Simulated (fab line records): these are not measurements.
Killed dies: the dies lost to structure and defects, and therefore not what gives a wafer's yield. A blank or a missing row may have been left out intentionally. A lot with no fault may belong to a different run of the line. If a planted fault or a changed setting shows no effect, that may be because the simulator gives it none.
fab line records -- flow nand_harc
record lots=10, wafers=30, last_day=24
route steps=1159 shown P_CONTACT@236 P_M0@253 END@1159
lots that met no fault: taken from a fault-free run of the same line
start_h: hours from the record's first day to the start of the lot's first wafer shown -- wait_h: hours since the lot's step before -- " the same as in the row above -- L1.1+2: one row covering several wafers at once -- - no value present, or no start provided -- * or withheld: withheld -- < > ~ a bound
route shown NAME@n: names a module that has steps shown in the file, with the first one's number in the route -- usual: average and standard deviation across the fault-free wafers -- same: alike in all rows -- chamber/n: place in a boat -- sites: per-site readings -- _std_site: their standard deviation -- _edge_site: mean of outer sites minus mean of inner sites -- radius_mm: how far each site lies from the wafer's centre -- mask NAME#n: copy n -- behind: the last tool/chamber to shape the wafer -- hold: what put the lot on hold/how long, in hours/how the hold closed -- device: transistor that didn't switch, given as n, p or np -- end of line: tests run on the same wafers once the route is complete -- a step with no rows: only its recipe -- killed: count of dies lost to structure and defects at first sort (not the wafer's yield) -- map: a wafer's dies, x killed, . not, _ none there
set.NAME: the setting the step ran with; set.NAME@STEP: the setting that earlier step ran with -- model.NAME: the simulator's own value behind a step, which no gauge read
one table for each step of the route and one row for each wafer, over a sample of lots
services: the hour from which a tool's chamber was out of use, counted from the record's first day as start_h (under 0 if before that day), plus the number of hours and why
## steps
# step NHARC_P_CONTACT_ETCH_35
# recipe target_depth_a=390, over_etch_frac=0.3, time_s=65, ion_energy_ev=80, cf4_flow_sccm=150, ar_flow_sccm=0, rf_w=300, bias_w=100, chemistry=CF4
# usual chamber_pressure_mTorr=50.00/0.062, drypump_motor_current_A=5.9/0.55, mfc_ar_sccm=0.003/0.0078, oes_product_au=1.001/0.009, rf_vpp_V=151.6/0.95, showerhead_plenum_p_Torr=1.81/0.058, throttle_valve_pct=13.284/0.0081
lot.wafer,tool,chamber,start_h,wait_h,chamber_pressure_mTorr,drypump_motor_current_A,mfc_ar_sccm,oes_product_au,rf_hours_counter_h,rf_vpp_V,showerhead_plenum_p_Torr,throttle_valve_pct
L493.1,rie_diel-05,0,116.28,0.1,50.08,6.2,0,1.003,10,151.7,1.83,13.303
L493.5,rie_diel-05,0,116.28,0.1,50.02,6.2,0,1.009,-,150.0,1.83,13.286
L493.6,rie_diel-05,1,116.28,0.1,49.53,6.6,0,0.996,-,152.9,1.88,13.275
L497.2,rie_diel-08,2,147.51,0.1,49.95,5.3,0.002,0.993,1,153.3,1.83,13.277
L497.4,rie_diel-08,3,147.51,0.1,50.05,6.0,0.004,1.009,1,151.9,1.87,13.276
L497.1,rie_diel-08,1,147.51,0.1,49.99,6.3,0.032,1.015,0,151.8,1.82,13.282
L498.2,rie_diel-09,2,148.03,0.1,50.05,6.5,0,0.999,22,150.5,1.69,13.292
L498.1,rie_diel-09,3,148.03,0.1,50.00,6.6,0,1.006,21,149.4,1.69,13.293
L498.5,rie_diel-09,2,148.03,0.1,50.01,6.5,0,0.999,-,149.7,1.69,13.280
L505.3,rie_diel-05,0,188.87,0.1,50.08,6.2,0,0.994,1,151.6,1.83,13.289
L505.6,rie_diel-05,1,188.87,0.1,49.98,6.6,0,0.997,-,151.1,1.88,13.272
L505.5,rie_diel-05,2,188.87,0.1,49.98,5.0,0,1.011,-,150.1,1.78,13.281
L504.1,rie_diel-08,3,189.17,0.1,50.05,6.0,0.004,0.996,5,153.2,1.87,13.281
L504.3,rie_diel-08,1,189.17,0.1,50.01,6.3,0.032,1.003,6,149.2,1.82,13.275
L504.6,rie_diel-08,2,189.17,0.1,50.09,5.3,0.002,0.999,-,151.8,1.83,13.284
L507.2,rie_diel-08,0,198.48,0.1,50.04,5.3,0,0.983,7,151.3,1.82,13.291
L507.1,rie_diel-08,2,198.48,0.1,50.07,5.3,0.002,0.995,7,152.1,1.83,13.282
L507.5,rie_diel-08,2,198.48,0.1,50.01,5.3,0.002,0.996,-,151.8,1.83,13.290
L509.1,rie_diel-05,1,214.49,0.1,50.11,6.6,0,0.998,3,153.3,1.88,13.279
L509.5,rie_diel-05,1,214.49,0.1,50.05,6.6,0,0.994,-,152.9,1.88,13.275
L509.6,rie_diel-05,2,214.49,0.1,50.00,5.0,0,0.996,-,151.7,1.78,13.278
L510.4,rie_diel-05,0,218.44,0.1,49.97,6.2,0,0.995,4,151.3,1.83,13.289
L510.2,rie_diel-05,2,218.44,0.1,50.02,5.0,0,1.015,3,151.9,1.78,13.278
L510.1,rie_diel-05,3,218.44,0.1,49.88,5.7,0,1.000,4,151.8,1.82,13.275
L514.2,rie_diel-09,2,235.51,0.1,49.95,6.5,0,1.000,57,149.7,1.68,13.283
L514.4,rie_diel-09,0,235.51,0.1,49.97,5.6,0,1.002,51,151.1,1.79,13.272
L514.6,rie_diel-09,2,235.51,0.1,49.98,6.5,0,0.999,-,150.9,1.68,13.276
L515.1,rie_diel-08,3,249.99,0.1,50.01,6.0,0.004,1.003,13,152.5,1.86,13.287
L515.3,rie_diel-08,1,249.99,0.1,50.01,6.2,0.032,1.003,10,151.7,1.82,13.275
L515.5,rie_diel-08,3,249.99,0.1,50.05,6.0,0.004,0.994,-,151.9,1.86,13.277
# step NHARC_P_CONTACT_ETCH_18
# recipe target_depth_a=4810, time_s=240.5, c4f8_flow_sccm=20, o2_flow_sccm=10, ar_flow_sccm=withheld, rf_w=600, bias_w=1500, chemistry=C4F8/O2/Ar
# usual chamber_pressure_mTorr=25.001/0.022, oes_product_au=0.958/0.017, rf_vpp_V=981/4.5
lot.wafer,tool,chamber,start_h,wait_h,chamber_pressure_mTorr,oes_product_au,rf_hours_counter_h,rf_vpp_V
L493.1,rie_diel-05,2,-,-,24.997,0.988,12,979
L493.5,rie_diel-05,3,-,-,24.988,0.960,-,984
L493.6,rie_diel-05,0,-,-,25.020,0.954,-,984
L497.1,rie_diel-08,1,-,-,25.026,0.983,1,984
L497.4,rie_diel-08,2,-,-,24.981,0.973,1,984
L497.2,rie_diel-08,3,-,-,25.033,0.967,1,987
L498.1,rie_diel-09,1,-,-,25.002,0.959,25,973
L498.2,rie_diel-09,0,-,-,25.002,0.956,23,979
L498.5,rie_diel-09,2,-,-,25.002,0.950,-,973
L505.3,rie_diel-05,1,-,-,25.009,0.980,1,987
L505.6,rie_diel-05,1,-,-,25.034,0.977,-,986
L505.5,rie_diel-05,2,-,-,24.974,0.976,-,979
L504.1,rie_diel-08,3,-,-,24.979,0.963,6,986
L504.3,rie_diel-08,0,-,-,25.017,0.933,6,980
L504.6,rie_diel-08,3,-,-,25.007,0.951,-,984
L507.2,rie_diel-08,2,-,-,25.012,0.943,7,984
L507.1,rie_diel-08,0,-,-,25.033,0.941,7,982
L507.5,rie_diel-08,2,-,-,24.955,0.949,-,982
L509.1,rie_diel-05,1,-,-,25.043,0.971,3,987
L509.6,rie_diel-05,0,-,-,25.005,0.984,-,983
L509.5,rie_diel-05,1,-,-,25.017,0.971,-,988
L510.4,rie_diel-05,3,-,-,25.000,0.960,4,982
L510.2,rie_diel-05,0,-,-,24.978,0.960,4,984
L510.1,rie_diel-05,1,-,-,25.004,0.983,4,986
L514.2,rie_diel-09,2,-,-,25.020,0.952,57,971
L514.4,rie_diel-09,0,-,-,25.003,0.978,51,980
L514.6,rie_diel-09,3,-,-,24.985,0.966,-,974
L515.1,rie_diel-08,0,-,-,24.999,0.936,12,981
L515.3,rie_diel-08,1,-,-,25.003,0.958,10,983
L515.5,rie_diel-08,0,-,-,25.016,0.934,-,983
# step NHARC_P_CONTACT_ETCH_31
# recipe target_depth_a=300, time_s=85.7, ion_energy_ev=120, over_etch_frac=1, ch3f_flow_sccm=50, o2_flow_sccm=30, ar_flow_sccm=200, rf_w=500, bias_w=100, chemistry=CH3F/O2
# usual ch3f_flow_sccm=50.00/0.15, chamber_pressure_mTorr=24.997/0.022, drypump_motor_current_A=5.9/0.54, mfc_ar_sccm=200.1/0.6, oes_product_au=0.981/0.013, rf_vpp_V=245.1/1.4, showerhead_plenum_p_Torr=2.51/0.084, throttle_valve_pct=20.663/0.0084
lot.wafer,tool,chamber,start_h,wait_h,ch3f_flow_sccm,chamber_pressure_mTorr,drypump_motor_current_A,mfc_ar_sccm,oes_product_au,rf_hours_counter_h,rf_vpp_V,showerhead_plenum_p_Torr,throttle_valve_pct
L493.1,rie_diel-05,1,-,-,49.90,25.034,6.6,199.5,0.988,11,246.3,2.62,20.649
L493.5,rie_diel-05,3,-,-,50.07,25.006,5.6,200.1,0.999,-,246.1,2.53,20.659
L493.6,rie_diel-05,0,-,-,50.06,24.972,6.2,201.4,0.987,-,244.7,2.55,20.662
L497.1,rie_diel-08,2,-,-,49.87,25.029,5.3,200.4,0.980,1,244.5,2.55,20.661
L497.4,rie_diel-08,3,-,-,50.06,25.014,6.0,200.2,0.977,1,247.2,2.60,20.670
L497.2,rie_diel-08,0,-,-,50.04,24.975,5.3,199.3,0.954,1,246.5,2.53,20.675
L498.2,rie_diel-09,0,-,-,50.23,25.016,5.7,200.3,0.996,24,246.3,2.50,20.669
L498.1,rie_diel-09,3,-,-,50.06,24.973,6.6,201.0,0.989,24,242.4,2.34,20.682
L498.5,rie_diel-09,2,-,-,49.96,24.958,6.5,200.0,0.987,-,242.1,2.35,20.663
L505.3,rie_diel-05,3,-,-,49.86,24.971,5.7,200.6,0.975,1,245.3,2.53,20.663
L505.5,rie_diel-05,0,-,-,49.88,25.028,6.2,199.8,0.979,-,246.6,2.55,20.675
L505.6,rie_diel-05,1,-,-,50.05,25.015,6.6,200.0,0.976,-,246.9,2.62,20.657
L504.1,rie_diel-08,3,-,-,50.01,24.995,6.0,198.5,0.974,6,245.2,2.60,20.664
L504.3,rie_diel-08,0,-,-,49.73,24.988,5.3,199.4,0.943,6,245.0,2.53,20.663
L504.6,rie_diel-08,3,-,-,50.15,25.021,6.0,199.9,0.986,-,245.9,2.60,20.645
L507.1,rie_diel-08,3,-,-,49.95,25.017,6.1,199.6,1.006,8,247.0,2.60,20.662
L507.2,rie_diel-08,0,-,-,50.10,24.961,5.3,201.2,0.987,7,244.1,2.53,20.647
L507.5,rie_diel-08,0,-,-,50.31,24.986,5.3,200.3,0.978,-,245.3,2.53,20.651
L509.1,rie_diel-05,0,-,-,49.90,25.026,6.2,200.4,0.983,4,246.5,2.55,20.655
L509.5,rie_diel-05,3,-,-,50.44,24.995,5.7,199.3,0.975,-,244.1,2.53,20.655
L509.6,rie_diel-05,0,-,-,50.17,24.976,6.2,199.9,0.994,-,245.6,2.55,20.678
L510.4,rie_diel-05,0,-,-,49.84,24.988,6.2,200.6,0.979,4,246.7,2.55,20.680
L510.2,rie_diel-05,2,-,-,49.70,24.995,5.0,199.7,0.996,4,244.2,2.48,20.659
L510.1,rie_diel-05,3,-,-,50.03,25.011,5.7,200.2,0.984,4,245.9,2.53,20.668
L514.4,rie_diel-09,2,-,-,50.15,25.022,6.5,199.9,0.997,57,242.3,2.34,20.678
L514.2,rie_diel-09,0,-,-,50.06,24.996,5.6,200.7,0.992,51,244.8,2.49,20.660
L514.6,rie_diel-09,2,-,-,49.96,24.976,6.5,199.3,0.993,-,241.5,2.34,20.661
L515.1,rie_diel-08,0,-,-,50.12,25.019,5.3,199.7,0.953,12,244.3,2.52,20.669
L515.3,rie_diel-08,2,-,-,50.13,25.033,5.3,199.7,0.967,13,246.3,2.54,20.655
L515.5,rie_diel-08,0,-,-,50.06,24.965,5.3,200.3,0.958,-,244.3,2.52,20.662
# step NHARC_P_M0_DEP_00
# recipe target_thk_a=1500, target_thk_nm=150, temp_c=withheld, pressure_torr=5, flow_sccm=200, rf_w=600, material=SiOC
# usual rf_fwd_power_W=598.7/1.8
lot.wafer,tool,chamber,start_h,wait_h,rf_fwd_power_W
L493.1,pecvd-04,0,125.76,0.2,595.4
L493.6,pecvd-04,2,125.76,0.2,597.1
L493.5,pecvd-04,0,125.76,0.2,599.9
L497.2,pecvd-04,2,152.19,0.1,693.4
L497.1,pecvd-04,1,152.19,0.1,603.1
L497.4,pecvd-04,0,152.19,0.1,595.8
L498.1,pecvd-04,1,152.79,0.1,599.7
L498.2,pecvd-04,2,152.79,0.1,692.2
L498.5,pecvd-04,1,152.79,0.1,598.8
L505.3,pecvd-03,1,191.94,0.1,600.1
L505.5,pecvd-03,1,191.94,0.1,599.0
L505.6,pecvd-03,0,191.94,0.1,596.6
L504.1,pecvd-02,2,192.26,0.1,601.3
L504.3,pecvd-02,0,192.26,0.1,598.1
L504.6,pecvd-02,2,192.26,0.1,599.4
L507.2,pecvd-03,0,208.93,0.1,596.7
L507.1,pecvd-03,1,208.93,0.1,599.5
L507.5,pecvd-03,2,208.93,0.1,600.6
L509.1,pecvd-03,2,223.40,0.1,598.1
L509.6,pecvd-03,0,223.40,0.1,598.4
L509.5,pecvd-03,1,223.40,0.1,599.4
L510.2,pecvd-03,1,224.03,0.1,599.5
L510.1,pecvd-03,2,224.03,0.1,597.9
L510.4,pecvd-03,2,224.03,0.1,598.5
L514.2,pecvd-04,1,239.00,0.1,604.3
L514.4,pecvd-04,0,239.00,0.1,600.3
L514.6,pecvd-04,1,239.00,0.1,599.1
L515.3,pecvd-03,0,256.01,0.1,600.8
L515.1,pecvd-03,1,256.01,0.1,601.0
L515.5,pecvd-03,0,256.01,0.1,598.8
# step NHARC_END_SORT_01
# recipe temp_c=25
# usual defect_limited_yield=95.4/1.3, killed_at_array=27/8, killed_at_other=0.8/1.2, killed_at_periphery=3.3/2.3, killed_dies=31/8.8, killed_open=3.2/2.1, killed_short=2.1/1.4, sort_bin_2_pct=1.4/0.55, sort_bin_3_pct=0.25/0.2, sort_bin_4_pct=2.9/0.92, sort_n_pass=646/8.8, sort_rim_yield_pct=95.5/2.7, sort_yield_pct=95.4/1.3
# same gross_dies=677, sort_bin_5_pct[%]=0, sort_bin_6_pct[%]=0, sort_bin_7_pct[%]=0, sort_bin_8_pct[%]=0, sort_rim_n_gross=106.00
lot.wafer,tool,chamber,start_h,wait_h,defect_limited_yield[%],killed_at_array,killed_at_other,killed_at_periphery,killed_dies,killed_open,killed_short,sort_bin_2_pct[%],sort_bin_3_pct[%],sort_bin_4_pct[%],sort_n_pass,sort_rim_yield_pct[%],sort_yield_pct[%]
L498.1,prober-01,0,483.41,2.5,96.2,24,1,1,26,3,1,1.0,0.15,2.7,651,98.1,96.2
L498.2,prober-01,0,484.21,2.8,95.6,25,3,2,30,2,2,1.6,0.30,2.5,647,94.3,95.6
L498.5,prober-01,0,486.58,3.7,95.9,25,1,2,28,1,1,1.3,0.15,2.7,649,93.4,95.9
L505.3,prober-02,0,511.19,3.1,95.7,25,1,3,29,3,5,1.6,0.44,2.2,648,91.5,95.7
L505.5,prober-02,0,512.78,3.7,95.3,29,3,0,32,8,4,1.0,0.15,3.5,645,94.3,95.3
L505.6,prober-02,0,513.57,4.0,96.2,25,0,1,26,4,0,1.0,0.44,2.4,651,97.2,96.2
L514.2,prober-02,0,570.11,2.8,95.3,32,0,0,32,9,2,1.5,0.15,3.1,645,96.2,95.3
L514.4,prober-02,0,571.71,3.4,95.0,32,1,1,34,3,4,1.9,0.15,3.0,643,95.3,95.0
L514.6,prober-02,0,573.31,4.0,95.6,24,0,6,30,5,3,1.3,0.30,2.8,647,97.2,95.6
# killed by level:class
L498.1 A_CHANNEL_HOLE_D1:chamber_film_flake=10 A_SLIT:chamber_film_flake=7 A_STAIRCASE:chamber_film_flake=3 A_SOURCE_PLATE:geometric_particle:open=1 A_ONON_D1:geometric_particle:short=1 A_CONTACT:geometric_particle:open=1 A_M0:geometric_particle:open=1 P_GATE:chamber_film_flake=1
L498.2 A_CHANNEL_HOLE_D1:chamber_film_flake=12 A_SLIT:chamber_film_flake=8 THIN_TSV:chamber_film_flake=3 P_CONTACT:geometric_particle:short=1 A_SGD_CUT:geometric_particle:open=1 A_CONTACT:geometric_particle:open=1 A_M1:geometric_particle:short=1 P_STI:chamber_film_flake=1
L498.5 A_CHANNEL_HOLE_D1:chamber_film_flake=12 A_SLIT:chamber_film_flake=7 A_WL_FILL:chamber_film_flake=2 P_GATE:geometric_particle:open=1 A_CHANNEL_FILL_D1:geometric_particle:short=1 P_BONDPAD:chamber_film_flake=1 A_CHANNEL_FILL_D1:chamber_film_flake=1 A_STAIRCASE:chamber_film_flake=1
L505.3 A_CHANNEL_HOLE_D1:chamber_film_flake=9 A_CONTACT:chamber_film_flake=7 A_ONON_D1:geometric_particle:open=1 A_ONON_D1:geometric_particle:short=1 A_CHANNEL_FILL_D1:geometric_particle:short=1 A_SGD_CUT:geometric_particle:short=1 A_WL_FILL:geometric_particle:short=1 A_WL_FILL:geometric_particle:open=1
L505.5 A_CHANNEL_HOLE_D1:chamber_film_flake=13 A_WL_FILL:geometric_particle:open=4 A_CONTACT:chamber_film_flake=4 A_M0:geometric_particle:open=3 THIN_TSV:chamber_film_flake=2 A_CHANNEL_FILL_D1:geometric_particle:short=1 A_CHANNEL_FILL_D1:geometric_particle:open=1 A_WL_FILL:geometric_particle:short=1
L505.6 A_CHANNEL_HOLE_D1:chamber_film_flake=15 A_STAIRCASE:chamber_film_flake=3 A_CONTACT:chamber_film_flake=3 A_CHANNEL_FILL_D1:geometric_particle:open=1 A_WL_FILL:geometric_particle:open=1 A_CONTACT:geometric_particle:open=1 A_BLC:geometric_particle:open=1 P_GATE:chamber_film_flake=1
L514.2 A_CONTACT:chamber_film_flake=10 A_CHANNEL_HOLE_D1:chamber_film_flake=5 A_CONTACT:geometric_particle:open=3 A_BLC:geometric_particle:open=2 A_WL_FILL:chamber_film_flake=2 A_SOURCE_PLATE:geometric_particle:open=1 A_ONON_D1:geometric_particle:open=1 A_CHANNEL_HOLE_D1:geometric_particle:open=1
L514.4 A_CHANNEL_HOLE_D1:chamber_film_flake=8 A_CONTACT:chamber_film_flake=6 A_BLC:chamber_film_flake=6 A_STAIRCASE:chamber_film_flake=3 A_ONON_D1:geometric_particle:short=2 A_CHANNEL_FILL_D1:chamber_film_flake=2 P_M1:geometric_particle:open=1 A_ONON_D1:geometric_particle:open=1
L514.6 A_CHANNEL_HOLE_D1:chamber_film_flake=6 A_CONTACT:chamber_film_flake=5 A_BLC:chamber_film_flake=4 A_STAIRCASE:chamber_film_flake=3 A_ONON_D1:geometric_particle:short=2 A_CONTACT:geometric_particle:open=2 P_CONTACT:geometric_particle:open=1 P_M0:geometric_particle:open=1
## services
tool,chamber,start_h,hours,kind
pecvd-03,-,97.11,0.7,repair
pecvd-04,-,108.70,2.3,repair
pecvd-03,-,111.19,13.0,pm
rie_diel-08,1,114.82,18.9,repair
rie_diel-08,3,117.65,13.6,repair
rie_diel-08,-,124.80,9.0,pm
pecvd-04,0,136.78,3.8,repair
rie_diel-09,1,149.52,19.4,repair
pecvd-02,-,153.00,13.0,pm
rie_diel-08,-,153.17,1.4,repair
rie_diel-09,-,153.22,0.5,repair
rie_diel-09,0,157.09,9.5,repair
rie_diel-05,1,157.79,10.4,repair
rie_diel-05,-,163.60,9.0,pm
rie_diel-09,-,166.73,0.5,repair
pecvd-04,-,168.56,1.0,repair
rie_diel-08,1,195.41,13.8,repair
pecvd-04,-,195.54,13.0,pm
rie_diel-09,1,223.01,2.1,repair
pecvd-03,-,225.87,0.3,repair
rie_diel-05,0,232.31,7.2,repair
pecvd-04,2,234.84,25.9,repair
rie_diel-05,0,250.49,7.3,repair
rie_diel-09,-,254.16,9.0,pm
## key
first_sign step=NHARC_P_M0_DEP_00, reading=rf_fwd_power_W, direction=up, sigmas=53, usual=*, struck=*
effect none on later readings
met_at NHARC_P_M0_DEP_00
struck_lots L497,L498
struck_wafers L497.2,L498.2
not_acting_at NHARC_P_CONTACT_ETCH_35,NHARC_P_CONTACT_ETCH_18,NHARC_P_CONTACT_ETCH_31
onset_between 125.76 152.19
fault kind=process_parameter_drift, tool=pecvd-04, chamber=2, onset_h=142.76, steps=NHARC_P_M0_DEP_00, channel=rf_w, offset=*, shape=step, end_h=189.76, acts_in=*, stated=*
